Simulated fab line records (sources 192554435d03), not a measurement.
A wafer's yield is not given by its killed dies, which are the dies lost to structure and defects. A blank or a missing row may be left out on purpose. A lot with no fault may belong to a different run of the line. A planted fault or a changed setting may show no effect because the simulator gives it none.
fab line records	flow n5_finfet
[record] lots = 24	wafers = 72	last_day = 19
route steps=1938 shown FIN_SAQP@113
lots that met no fault: taken from a fault-free run of the same line
start_h: hours from the record's first day to the start of the lot's first wafer shown	wait_h: hours elapsed since this lot's preceding step	" identical to the entry in the row above	L1.1+2: one row covering several wafers at once	- value missing, or start not given	* or withheld: withheld	< > ~ a bound
route shown NAME@n: a module of which the file shows steps, and the number in the route of the first	usual: average and standard deviation across the fault-free wafers	same: alike in all rows	chamber/n: place in a boat	sites: per-site readings	_std_site: standard deviation of those values	_edge_site: mean of outer sites minus mean of inner sites	radius_mm: how far each site lies from the wafer's centre	mask NAME#n: copy n	behind: the tool/chamber that last shaped the wafer	hold: why the lot went on hold/how many hours it stayed there/how the hold came to an end	device: the n, p or np transistor that did not switch	end of line: the route-end tests of the same wafers	a step given without rows: its recipe and nothing more	killed: count of dies lost to structure and defects at first sort (not the wafer's yield)	map: the dies of a wafer, with x for killed, . for not killed, _ for no die there
set.NAME: setting as actually run; set.NAME@STEP: the setting as run at that earlier step	model.NAME: the simulator's own value behind a step, which no gauge read
route steps across a sampled set of lots; one table per step, one row per wafer
services: when a tool's chamber went out of use (start_h, in hours from the record's first day, below 0 if earlier), for how many hours, and the reason
[[steps]]
[step N5_FIN_SAQP_INSPECT_18]
[recipe] mode = adi	inspect_instrument = brightfield
[usual] raw_defect_count = 401/97
lot.wafer	tool	chamber	start_h	wait_h	raw_defect_count
L074.1	defect_inspect-01	-	22.52	0.0	514
L074.3	"	-	"	"	354
L074.5	"	-	"	"	333
L075.1	defect_inspect-02	-	28.36	0.0	243
L075.3	"	-	"	"	417
L075.6	"	-	"	"	418
L076.2	defect_inspect-02	-	35.15	0.0	363
L076.3	"	-	"	"	419
L076.5	"	-	"	"	404
L077.2	defect_inspect-02	-	41.36	0.0	464
L077.4	"	-	"	"	428
L077.6	"	-	"	"	377
L078.1	defect_inspect-01	-	48.65	0.0	363
L078.4	"	-	"	"	390
L078.6	"	-	"	"	379
L079.1	defect_inspect-01	-	53.55	0.0	496
L079.2	"	-	"	"	418
L079.4	"	-	"	"	413
L080.1	defect_inspect-02	-	58.45	0.0	343
L080.3	"	-	"	"	377
L080.4	"	-	"	"	461
L081.2	defect_inspect-02	-	63.34	0.0	240
L081.4	"	-	"	"	322
L081.6	"	-	"	"	288
L082.1	defect_inspect-02	-	70.55	0.0	588
L082.4	"	-	"	"	446
L082.6	"	-	"	"	456
L083.1	defect_inspect-01	-	78.20	0.0	392
L083.2	"	-	"	"	457
L083.5	"	-	"	"	417
L084.2	defect_inspect-02	-	83.20	0.0	329
L084.4	"	-	"	"	505
L084.5	"	-	"	"	395
L085.2	defect_inspect-01	-	89.60	0.0	464
L085.4	"	-	"	"	368
L085.6	"	-	"	"	426
L086.2	defect_inspect-01	-	94.01	0.0	318
L086.4	"	-	"	"	359
L086.5	"	-	"	"	466
L087.3	defect_inspect-01	-	100.15	0.0	332
L087.4	"	-	"	"	247
L087.5	"	-	"	"	207
L088.1	defect_inspect-01	-	105.37	0.0	228
L088.2	"	-	"	"	282
L088.5	"	-	"	"	339
L089.1	defect_inspect-01	-	111.70	0.0	374
L089.2	"	-	"	"	369
L089.4	"	-	"	"	328
L090.1	defect_inspect-01	-	117.61	0.0	282
L090.4	"	-	"	"	518
L090.6	"	-	"	"	350
L091.1	defect_inspect-02	-	123.84	0.0	393
L091.2	"	-	"	"	694
L091.4	"	-	"	"	421
L092.2	defect_inspect-02	-	131.17	0.0	537
L092.3	"	-	"	"	532
L092.5	"	-	"	"	605
L093.2	defect_inspect-02	-	136.47	0.0	367
L093.4	"	-	"	"	478
L093.6	"	-	"	"	559
L094.3	defect_inspect-01	-	141.62	0.0	440
L094.4	"	-	"	"	481
L094.5	"	-	"	"	772
L095.1	defect_inspect-02	-	147.69	0.0	335
L095.3	"	-	"	"	306
L095.4	"	-	"	"	344
L096.1	defect_inspect-02	-	154.19	0.0	491
L096.3	"	-	"	"	518
L096.4	"	-	"	"	522
L097.1	defect_inspect-01	-	160.81	0.0	590
L097.3	"	-	"	"	374
L097.6	"	-	"	"	450
[step N5_FIN_SAQP_RECESS_75]
[recipe] chemistry = HF/NH3	target = SiO2	target_depth_a = 144	afs_cycles = 3	temp_c = 30	sublimation_temp_c = 180	sublimation_time_s = 60
[usual] drypump_motor_current_A = 5.76/0.088
lot.wafer	tool	chamber	start_h	wait_h	drypump_motor_current_A
L074.1	vapor_etch-02	1	23.44	0.0	5.78
L074.3	"	0	"	"	5.83
L074.5	"	0	"	"	5.89
L075.1	vapor_etch-02	1	29.17	0.0	5.78
L075.3	"	1	"	"	5.80
L075.6	"	0	"	"	5.85
L076.2	vapor_etch-01	0	35.88	0.0	5.78
L076.3	"	0	"	"	5.79
L076.5	"	1	"	"	5.62
L077.2	vapor_etch-02	1	42.10	0.0	5.84
L077.4	"	0	"	"	5.84
L077.6	"	1	"	"	5.79
L078.1	vapor_etch-01	1	49.41	0.0	5.64
L078.4	"	0	"	"	5.76
L078.6	"	0	"	"	5.75
L079.1	vapor_etch-02	0	54.29	0.0	5.86
L079.2	"	1	"	"	5.72
L079.4	"	0	"	"	5.85
L080.1	vapor_etch-01	0	59.19	0.0	5.76
L080.3	"	1	"	"	5.61
L080.4	"	0	"	"	5.76
L081.2	vapor_etch-02	0	64.10	0.0	5.86
L081.4	"	1	"	"	5.76
L081.6	"	1	"	"	5.77
L082.1	vapor_etch-02	1	71.65	0.4	5.77
L082.4	"	1	"	"	5.77
L082.6	"	1	"	"	5.76
L083.1	vapor_etch-02	0	79.20	0.0	5.87
L083.2	"	1	"	"	5.78
L083.5	"	0	"	"	5.84
L084.2	vapor_etch-02	0	83.93	0.0	5.88
L084.4	"	1	"	"	5.76
L084.5	"	0	"	"	5.86
L085.2	vapor_etch-01	0	90.66	0.0	5.77
L085.4	"	1	"	"	5.62
L085.6	"	1	"	"	5.60
L086.2	vapor_etch-02	1	94.75	0.0	5.75
L086.4	"	1	"	"	5.76
L086.5	"	1	"	"	5.76
L087.3	vapor_etch-01	0	101.03	0.1	5.76
L087.4	"	1	"	"	5.63
L087.5	"	1	"	"	5.62
L088.1	vapor_etch-01	0	106.13	0.0	5.77
L088.2	"	1	"	"	5.62
L088.5	"	0	"	"	5.78
L089.1	vapor_etch-01	0	112.43	0.0	5.76
L089.2	"	1	"	"	5.61
L089.4	"	0	"	"	5.75
L090.1	vapor_etch-02	1	118.40	0.0	5.75
L090.4	"	0	"	"	5.85
L090.6	"	1	"	"	5.76
L091.1	vapor_etch-02	1	124.64	0.1	5.77
L091.2	"	0	"	"	5.86
L091.4	"	0	"	"	5.84
L092.2	vapor_etch-01	0	131.90	0.0	5.75
L092.3	"	1	"	"	5.61
L092.5	"	0	"	"	5.75
L093.2	vapor_etch-01	1	137.32	0.0	5.61
L093.4	"	0	"	"	5.77
L093.6	"	1	"	"	5.64
L094.3	vapor_etch-02	0	142.83	0.1	5.86
L094.4	"	1	"	"	5.79
L094.5	"	0	"	"	5.85
L095.1	vapor_etch-02	0	148.46	0.0	5.87
L095.3	"	1	"	"	5.81
L095.4	"	0	"	"	5.90
L096.1	vapor_etch-01	1	155.00	0.0	5.63
L096.3	"	1	"	"	5.61
L096.4	"	0	"	"	5.76
L097.1	vapor_etch-01	0	161.65	0.0	5.76
L097.3	"	0	"	"	5.75
L097.6	"	0	"	"	5.75
[step N5_FIN_SAQP_SPACER1_ALD_24]
[recipe] material = SiO2	target_thk_a = 203	temp_c = 300	ald_precursor_family = BDEAS	ald_co_reactant = O2-plasma	pulse_time_s = 1	purge_time_s = 2	co_reactant_purge_time_s = 2	ald_cycles = 218	pressure_torr = 2
[usual] heater_power_w = 458/31	precursor_pulse_height_rel = 1.000/0.019
[same] purge_time_s = 2
lot.wafer	tool	chamber	start_h	wait_h	heater_power_w	precursor_pulse_height_rel	since_wet_clean_h
L074.1	ald_sin-01	3	24.19	0.6	445	1.006	122
L074.3	"	0	"	"	428	0.959	122
L074.5	"	3	"	"	459	0.969	-
L075.1	ald_sin-01	1	30.07	0.8	441	1.019	128
L075.3	"	3	"	"	461	1.013	128
L075.6	"	1	"	"	425	0.955	-
L076.2	ald_sin-01	2	36.35	0.3	469	0.993	134
L076.3	"	1	"	"	443	0.990	134
L076.5	"	0	"	"	430	1.000	-
L077.2	ald_sin-01	3	43.08	0.9	458	0.996	141
L077.4	"	1	"	"	446	0.961	141
L077.6	"	3	"	"	452	1.021	-
L078.1	ald_sin-03	0	49.80	0.3	411	0.997	40
L078.4	"	3	"	"	513	0.982	40
L078.6	"	0	"	"	403	0.994	-
L079.1	ald_sin-04	1	54.67	0.3	435	1.031	243
L079.2	"	0	"	"	455	1.002	243
L079.4	"	3	"	"	432	1.010	243
L080.1	ald_sin-01	0	59.57	0.3	424	1.006	157
L080.3	"	1	"	"	438	0.991	157
L080.4	"	1	"	"	445	1.020	-
L081.2	ald_sin-04	1	64.60	0.3	429	0.984	253
L081.4	"	2	"	"	468	0.993	253
L081.6	"	0	"	"	458	0.991	-
L082.1	ald_sin-01	1	72.15	0.3	434	1.035	170
L082.4	"	0	"	"	430	1.000	170
L082.6	"	2	"	"	488	0.989	-
L083.1	ald_sin-03	2	79.58	0.3	531	0.994	70
L083.2	"	0	"	"	413	0.974	70
L083.5	"	0	"	"	415	1.025	-
L084.2	ald_sin-04	2	84.32	0.3	454	1.018	272
L084.4	"	1	"	"	436	0.999	272
L084.5	"	2	"	"	467	1.019	-
L085.2	ald_sin-01	1	91.15	0.4	428	1.042	189
L085.4	"	3	"	"	471	1.004	-
L085.6	"	0	"	"	440	1.011	-
L086.2	ald_sin-03	2	96.95	2.1	521	0.963	87
L086.4	"	3	"	"	514	0.993	87
L086.5	"	2	"	"	526	1.020	-
L087.3	ald_sin-03	0	101.29	0.1	409	1.027	92
L087.4	"	1	"	"	484	0.983	92
L087.5	"	3	"	"	511	0.957	-
L088.1	ald_sin-04	1	106.52	0.3	440	0.993	295
L088.2	"	2	"	"	473	0.988	295
L088.5	"	1	"	"	426	0.966	-
L089.1	ald_sin-04	0	112.82	0.3	460	0.998	301
L089.2	"	2	"	"	472	1.037	301
L089.4	"	3	"	"	430	1.019	301
L090.1	ald_sin-01	1	118.78	0.3	451	0.999	216
L090.4	"	2	"	"	487	0.989	216
L090.6	"	2	"	"	468	1.016	-
L091.1	ald_sin-03	2	125.02	0.3	525	0.983	115
L091.2	"	1	"	"	494	1.014	115
L091.4	"	3	"	"	512	1.018	115
L092.2	ald_sin-04	3	132.29	0.3	437	0.993	320
L092.3	"	1	"	"	439	0.988	320
L092.5	"	2	"	"	462	0.994	-
L093.2	ald_sin-01	1	138.37	0.9	456	1.006	236
L093.4	"	0	"	"	437	0.999	236
L093.6	"	1	"	"	445	1.022	-
L094.3	ald_sin-01	3	143.09	0.1	462	1.011	241
L094.4	"	1	"	"	434	0.968	241
L094.5	"	1	"	"	442	1.036	-
L095.1	ald_sin-04	0	148.89	0.3	465	0.997	337
L095.3	"	3	"	"	427	0.987	337
L095.4	"	2	"	"	475	1.006	337
L096.1	ald_sin-01	3	155.38	0.3	463	1.010	253
L096.3	"	0	"	"	429	0.982	253
L096.4	"	1	"	"	440	0.987	253
L097.1	ald_sin-04	0	162.04	0.3	456	0.988	350
L097.3	"	2	"	"	471	0.995	350
L097.6	"	1	"	"	431	0.994	-
[step N5_FIN_SAQP_MANDREL_ETCH_58]
[recipe] chemistry = HBr/Cl2	target = a-Si	target_depth_a = 450	bt_time_s = 10	stop_on = SiNx	mask_material = SiO2	over_etch_frac = 0.8	time_s = 27	pressure_mtorr = 10	icp_w = 800	bias_w = 75	HBr_flow_sccm = 150	Cl2_flow_sccm = 80	ends = end_point
[usual] bias_w = 75.01/0.21	drypump_motor_current_A = 5.8/0.46	mfc_cl2_sccm = 80.00/0.25	oes_product_au = 0.696/0.012	throttle_valve_pct = 35.6/0.34
lot.wafer	tool	chamber	start_h	wait_h	bias_w	drypump_motor_current_A	mfc_cl2_sccm	oes_product_au	rf_hours_counter_h	throttle_valve_pct
L074.1	rie_si-01	1	25.32	0.0	75.20	6.3	79.65	0.693	97	35.1
L074.3	"	3	"	"	75.22	5.8	79.94	0.688	75	35.1
L074.5	"	2	"	"	74.92	5.9	79.69	0.710	-	35.5
L075.1	rie_si-01	0	31.29	0.0	75.17	6.0	80.13	0.706	168	35.6
L075.3	"	2	"	"	75.39	5.9	80.14	0.702	186	35.5
L075.6	"	2	"	"	75.06	5.8	79.74	0.699	-	35.5
L076.2	rie_si-01	3	37.47	0.0	75.01	5.8	80.10	0.672	76	35.1
L076.3	"	0	"	"	75.03	6.0	80.22	0.697	168	35.6
L076.5	"	2	"	"	74.94	5.9	80.46	0.701	-	35.5
L077.2	rie_si-02	0	44.32	0.0	75.13	5.4	79.77	0.711	70	35.9
L077.4	"	3	"	"	74.93	5.6	80.25	0.688	174	35.8
L077.6	"	1	"	"	75.00	6.4	79.74	0.700	-	35.9
L078.1	rie_si-02	3	50.91	0.0	75.08	5.6	80.01	0.693	174	35.9
L078.4	"	2	"	"	75.28	5.8	79.84	0.686	102	36.0
L078.6	"	3	"	"	75.30	5.5	79.95	0.690	-	35.8
L079.1	rie_si-02	0	55.83	0.0	75.27	5.4	80.41	0.711	71	35.9
L079.2	"	2	"	"	74.91	5.9	79.92	0.687	102	36.0
L079.4	"	1	"	"	75.07	6.4	79.93	0.716	2	35.9
L080.1	rie_si-01	2	60.75	0.0	74.71	5.9	79.73	0.688	187	35.5
L080.3	"	1	"	"	75.19	6.3	80.43	0.683	97	35.2
L080.4	"	0	"	"	74.91	6.0	79.68	0.698	169	35.6
L081.2	rie_si-02	0	65.73	0.0	74.55	5.4	79.59	0.701	71	35.9
L081.4	"	1	"	"	75.15	6.4	79.98	0.719	2	35.9
L081.6	"	3	"	"	75.11	5.5	79.90	0.691	-	35.8
L082.1	rie_si-02	2	73.40	0.0	75.15	5.8	79.86	0.691	102	36.0
L082.4	"	0	"	"	75.14	5.4	79.87	0.709	71	35.9
L082.6	"	2	"	"	74.89	5.8	80.13	0.675	-	36.0
L083.1	rie_si-02	0	80.71	0.0	74.70	5.4	79.89	0.703	71	35.9
L083.2	"	1	"	"	74.93	6.4	80.22	0.697	2	35.9
L083.5	"	1	"	"	75.25	6.4	79.75	0.713	-	35.9
L084.2	rie_si-04	0	85.42	0.0	75.28	6.4	80.06	0.686	9	35.1
L084.4	"	1	"	"	74.53	5.0	79.88	0.688	61	35.5
L084.5	"	2	"	"	75.00	6.0	80.01	0.703	-	35.0
L085.2	rie_si-04	0	92.32	0.0	75.26	6.4	79.98	0.676	9	35.1
L085.4	"	2	"	"	74.93	6.0	79.62	0.724	7	34.9
L085.6	"	2	"	"	75.21	6.0	79.53	0.711	-	35.0
L086.2	rie_si-01	0	98.05	0.0	74.79	5.9	79.97	0.697	170	35.6
L086.4	"	1	"	"	75.05	6.3	79.89	0.676	98	35.2
L086.5	"	0	"	"	74.80	6.0	80.17	0.701	-	35.6
L087.3	rie_si-04	3	102.40	0.0	75.14	4.9	79.79	0.685	149	35.7
L087.4	"	1	"	"	75.11	4.9	80.40	0.691	61	35.5
L087.5	"	2	"	"	75.27	6.0	79.83	0.710	-	35.0
L088.1	rie_si-01	3	107.62	0.0	75.04	5.8	80.11	0.684	77	35.1
L088.2	"	1	"	"	74.79	6.3	79.83	0.691	98	35.1
L088.5	"	2	"	"	75.17	5.8	79.84	0.709	-	35.5
L089.1	rie_si-02	1	114.00	0.0	75.18	6.4	79.87	0.706	3	35.9
L089.2	"	0	"	"	74.76	5.3	80.11	0.712	72	35.9
L089.4	"	3	"	"	74.98	5.5	80.40	0.699	176	35.8
L090.1	rie_si-02	3	119.90	0.0	75.40	5.5	79.84	0.687	176	35.9
L090.4	"	1	"	"	74.97	6.4	79.74	0.709	3	35.9
L090.6	"	3	"	"	74.81	5.6	80.07	0.696	-	35.8
L091.1	rie_si-02	3	126.13	0.0	75.35	5.6	80.42	0.689	176	35.8
L091.2	"	1	"	"	75.25	6.4	80.21	0.708	3	35.9
L091.4	"	2	"	"	74.99	5.8	79.97	0.691	103	36.0
L092.2	rie_si-04	1	133.39	0.0	75.09	5.0	79.43	0.686	62	35.5
L092.3	"	3	"	"	75.02	4.8	79.85	0.688	150	35.7
L092.5	"	1	"	"	75.02	5.0	79.22	0.692	-	35.5
L093.2	rie_si-04	2	139.61	0.0	75.12	6.0	79.88	0.704	8	35.0
L093.4	"	1	"	"	74.76	4.9	79.71	0.689	62	35.5
L093.6	"	2	"	"	75.13	6.0	80.06	0.712	-	35.0
L094.3	rie_si-02	1	144.20	0.0	74.87	6.4	79.82	0.708	3	35.9
L094.4	"	2	"	"	74.82	5.9	80.04	0.683	104	36.0
L094.5	"	1	"	"	75.23	6.4	79.73	0.715	-	35.9
L095.1	rie_si-01	3	150.08	0.0	74.87	5.8	79.97	0.686	78	35.1
L095.3	"	1	"	"	74.64	6.3	79.73	0.689	99	35.1
L095.4	"	0	"	"	75.03	5.9	79.80	0.720	171	35.6
L096.1	rie_si-01	0	156.49	0.0	75.19	6.0	80.10	0.708	171	35.6
L096.3	"	2	"	"	75.09	5.9	79.95	0.691	189	35.5
L096.4	"	1	"	"	75.07	6.3	80.30	0.693	-	35.1
L097.1	rie_si-04	2	163.14	0.0	75.13	6.0	80.38	0.697	8	35.0
L097.3	"	0	"	"	75.50	6.4	79.74	0.683	10	35.1
L097.6	"	2	"	"	74.98	6.0	80.12	0.702	-	35.0
[step N5_FIN_SAQP_RECESS_63]
[recipe] chemistry = HF/NH3	target = SiO2	target_depth_a = 180	afs_cycles = 3	temp_c = 30	sublimation_temp_c = 180	sublimation_time_s = 60
[usual] drypump_motor_current_A = 5.75/0.092
lot.wafer	tool	chamber	start_h	wait_h	drypump_motor_current_A
L074.1	vapor_etch-01	1	25.41	0.1	5.60
L074.3	"	1	"	"	5.62
L074.5	"	1	"	"	5.62
L075.1	vapor_etch-01	1	31.37	0.1	5.63
L075.3	"	1	"	"	5.61
L075.6	"	1	"	"	5.62
L076.2	vapor_etch-01	0	37.55	0.1	5.73
L076.3	"	0	"	"	5.74
L076.5	"	1	"	"	5.61
L077.2	vapor_etch-01	0	44.40	0.1	5.75
L077.4	"	1	"	"	5.62
L077.6	"	1	"	"	5.61
L078.1	vapor_etch-02	0	50.99	0.1	5.91
L078.4	"	0	"	"	5.87
L078.6	"	1	"	"	5.77
L079.1	vapor_etch-02	1	55.91	0.1	5.80
L079.2	"	0	"	"	5.90
L079.4	"	0	"	"	5.85
L080.1	vapor_etch-01	1	60.83	0.1	5.61
L080.3	"	1	"	"	5.60
L080.4	"	0	"	"	5.79
L081.2	vapor_etch-02	1	65.81	0.1	5.77
L081.4	"	1	"	"	5.77
L081.6	"	0	"	"	5.87
L082.1	vapor_etch-01	0	73.48	0.1	5.78
L082.4	"	1	"	"	5.59
L082.6	"	0	"	"	5.77
L083.1	vapor_etch-01	1	80.79	0.1	5.61
L083.2	"	0	"	"	5.74
L083.5	"	0	"	"	5.75
L084.2	vapor_etch-02	0	85.50	0.1	5.86
L084.4	"	1	"	"	5.75
L084.5	"	0	"	"	5.87
L085.2	vapor_etch-02	0	92.40	0.1	5.86
L085.4	"	0	"	"	5.88
L085.6	"	1	"	"	5.75
L086.2	vapor_etch-01	1	98.13	0.1	5.63
L086.4	"	0	"	"	5.74
L086.5	"	1	"	"	5.62
L087.3	vapor_etch-02	1	102.60	0.2	5.79
L087.4	"	0	"	"	5.81
L087.5	"	1	"	"	5.77
L088.1	vapor_etch-02	1	107.70	0.1	5.77
L088.2	"	0	"	"	5.86
L088.5	"	1	"	"	5.76
L089.1	vapor_etch-01	0	114.08	0.1	5.75
L089.2	"	1	"	"	5.60
L089.4	"	0	"	"	5.75
L090.1	vapor_etch-02	1	119.98	0.1	5.77
L090.4	"	0	"	"	5.88
L090.6	"	0	"	"	5.86
L091.1	vapor_etch-02	0	126.21	0.1	5.84
L091.2	"	1	"	"	5.75
L091.4	"	1	"	"	5.72
L092.2	vapor_etch-01	0	133.47	0.1	5.75
L092.3	"	0	"	"	5.75
L092.5	"	0	"	"	5.75
L093.2	vapor_etch-02	1	139.69	0.1	5.74
L093.4	"	0	"	"	5.84
L093.6	"	1	"	"	5.75
L094.3	vapor_etch-02	1	144.49	0.3	5.79
L094.4	"	0	"	"	5.86
L094.5	"	1	"	"	5.77
L095.1	vapor_etch-01	1	150.16	0.1	5.59
L095.3	"	1	"	"	5.61
L095.4	"	0	"	"	5.75
L096.1	vapor_etch-02	1	156.57	0.1	5.80
L096.3	"	1	"	"	5.80
L096.4	"	0	"	"	5.84
L097.1	vapor_etch-01	1	163.22	0.1	5.61
L097.3	"	0	"	"	5.75
L097.6	"	0	"	"	5.77
[step N5_FIN_SAQP_RECESS_71]
[recipe] chemistry = HF/NH3	target = SiO2	target_depth_a = 30	afs_cycles = 1	temp_c = 30	sublimation_temp_c = 180	sublimation_time_s = 60
[usual] drypump_motor_current_A = 5.74/0.087
lot.wafer	tool	chamber	start_h	wait_h	drypump_motor_current_A
L074.1	vapor_etch-02	1	26.02	0.0	5.76
L074.3	"	0	"	"	5.89
L074.5	"	1	"	"	5.78
L075.1	vapor_etch-02	1	31.99	0.0	5.74
L075.3	"	0	"	"	5.89
L075.6	"	0	"	"	5.85
L076.2	vapor_etch-01	0	38.16	0.0	5.75
L076.3	"	1	"	"	5.64
L076.5	"	0	"	"	5.73
L077.2	vapor_etch-01	0	45.16	0.0	5.78
L077.4	"	0	"	"	5.78
L077.6	"	1	"	"	5.62
L078.1	vapor_etch-01	0	51.64	0.0	5.77
L078.4	"	0	"	"	5.77
L078.6	"	1	"	"	5.62
L079.1	vapor_etch-01	0	56.52	0.0	5.76
L079.2	"	1	"	"	5.61
L079.4	"	0	"	"	5.76
L080.1	vapor_etch-01	1	61.58	0.0	5.61
L080.3	"	0	"	"	5.75
L080.4	"	1	"	"	5.62
L081.2	vapor_etch-02	1	66.60	0.0	5.77
L081.4	"	1	"	"	5.77
L081.6	"	0	"	"	5.84
L082.1	vapor_etch-02	0	74.16	0.0	5.81
L082.4	"	1	"	"	5.75
L082.6	"	1	"	"	5.74
L083.1	vapor_etch-02	0	81.40	0.0	5.81
L083.2	"	1	"	"	5.76
L083.5	"	1	"	"	5.79
L084.2	vapor_etch-01	1	86.13	0.0	5.63
L084.4	"	1	"	"	5.62
L084.5	"	0	"	"	5.75
L085.2	vapor_etch-02	0	93.01	0.0	5.89
L085.4	"	0	"	"	5.85
L085.6	"	0	"	"	5.87
L086.2	vapor_etch-01	0	98.74	0.0	5.77
L086.4	"	0	"	"	5.75
L086.5	"	0	"	"	5.76
L087.3	vapor_etch-01	0	103.23	0.1	5.74
L087.4	"	1	"	"	5.60
L087.5	"	1	"	"	5.61
L088.1	vapor_etch-01	1	108.31	0.0	5.61
L088.2	"	0	"	"	5.77
L088.5	"	0	"	"	5.74
L089.1	vapor_etch-02	1	114.69	0.0	5.77
L089.2	"	0	"	"	5.87
L089.4	"	1	"	"	5.78
L090.1	vapor_etch-01	0	120.59	0.0	5.77
L090.4	"	1	"	"	5.62
L090.6	"	0	"	"	5.79
L091.1	vapor_etch-02	1	126.82	0.0	5.74
L091.2	"	0	"	"	5.86
L091.4	"	0	"	"	5.82
L092.2	vapor_etch-01	1	134.19	0.2	5.58
L092.3	"	0	"	"	5.75
L092.5	"	1	"	"	5.62
L093.2	vapor_etch-01	0	140.31	0.0	5.78
L093.4	"	0	"	"	5.75
L093.6	"	1	"	"	5.62
L094.3	vapor_etch-02	0	145.01	0.1	5.84
L094.4	"	1	"	"	5.77
L094.5	"	1	"	"	5.77
L095.1	vapor_etch-01	0	150.77	0.0	5.75
L095.3	"	0	"	"	5.75
L095.4	"	1	"	"	5.62
L096.1	vapor_etch-01	1	157.20	0.0	5.62
L096.3	"	0	"	"	5.76
L096.4	"	1	"	"	5.63
L097.1	vapor_etch-02	0	163.87	0.0	5.83
L097.3	"	0	"	"	5.84
L097.6	"	0	"	"	5.85
[[services]]
tool	chamber	start_h	hours	kind
ald_sin-01	-	1.03	0.5	repair
ald_sin-03	-	3.39	1.5	repair
vapor_etch-01	-	4.54	0.3	repair
vapor_etch-02	-	9.40	0.1	repair
ald_sin-03	0	9.73	-	clean
ald_sin-03	1	9.73	-	clean
ald_sin-03	2	9.73	-	clean
ald_sin-03	3	9.73	-	clean
ald_sin-01	1	10.81	1.3	repair
rie_si-01	-	102.54	0.1	repair
rie_si-01	-	118.19	2.1	repair
vapor_etch-02	-	130.84	4.3	pm
rie_si-01	2	139.50	6.2	repair
rie_si-04	0	151.27	7.4	repair
rie_si-01	3	154.02	22.7	repair
[[key]]
fault none
